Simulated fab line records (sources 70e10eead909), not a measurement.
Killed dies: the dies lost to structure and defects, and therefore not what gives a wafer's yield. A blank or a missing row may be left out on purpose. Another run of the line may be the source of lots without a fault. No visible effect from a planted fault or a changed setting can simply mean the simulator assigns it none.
Comparing a struck lot with a sound one ; flow nand-harc ; 14 steps out of a route of 1159
Sound: these wafers, L358.4, L358.5, L358.6. The struck wafers were L367.2, L367.5, L367.6. The cause is named last.
Order at every step that has rows: each side's tool, ch and its chambers, its first start. Under that, the readings that differ: sound wafers ; struck wafers ; difference of the means ; sigmas: that difference in standard deviations of wafers without a fault.
alike: readings with means less than 2 such deviations apart, plus words and numbers identical on both sides. not compared: withheld readings, readings lacking a value on some wafer, bounds such as >300 that could conceal the same value, and numbers that have no deviation in the record and whose values overlap.
A row with sigmas, a row that says differs or no value, or rows on one side alone: a step with any of these is where the two part. Non-overlapping numbers with no deviation appear without sigmas and do not part them. A reading missing from all wafers of one side parts the sides only when that side holds two or more wafers.

NHARC_P_GATE_ETCHBACK_37: etches the open film in CHF3/O2, target depth 34.5 nm, time 17.2 s.
  sound on rie-diel-04 ch 2,3; struck on rie-diel-01 ch 0,1,2
  alike: drypump-motor-current-A, oes-product-au, rf-vpp-V, showerhead-plenum-p-Torr, throttle-valve-pct
  not compared: rf-hours-counter-h
NHARC_P_GATE_STRIP_101: strips in O2, time 20 s.
  sound on rie-diel-04 ch 0,1, day 6 18:49; struck on rie-diel-01 ch 1,2, day 8 18:43
  alike: drypump-motor-current-A, oes-product-au, rf-vpp-V, showerhead-plenum-p-Torr, throttle-valve-pct
  not compared: rf-hours-counter-h
then, 10 steps without rows for these wafers: NHARC_P_GATE_PRECLEAN_97 (cleans in SPM, time 600 s); NHARC_P_GATE_SRD_98; NHARC_P_GATE_PRECLEAN_99 (cleans in SC1); NHARC_P_GATE_SRD_100; NHARC_P_GATE_DEHYDRATE_38 (time 120 s); NHARC_P_GATE_HMDS_39 (time 30 s); NHARC_P_GATE_COAT_40; NHARC_P_GATE_SOFTBAKE_41 (time 95 s); NHARC_P_GATE_EBR_42; NHARC_P_GATE_EXPOSE_43 (exposes mask P NSD, target cd 720 nm).
NHARC_P_GATE_PEB_44: peb time 85 s.
  struck on litho-track-05, day 8 19:34; sound on litho-track-07 ch 0, day 6 19:31
  no value came back on the struck wafers for chill-plate-temp-C (C), exhaust-pa (Pa); on the sound wafers chill-plate-temp-C (C) reads 23.04 22.97 22.89
then, 1 step without rows for these wafers: NHARC_P_GATE_DEVELOP_45 (time 70 s).

WHERE THEY PART
At NHARC_P_GATE_PEB_44 and nowhere else, as far as this record goes.

WHY: the cause the simulator had injected
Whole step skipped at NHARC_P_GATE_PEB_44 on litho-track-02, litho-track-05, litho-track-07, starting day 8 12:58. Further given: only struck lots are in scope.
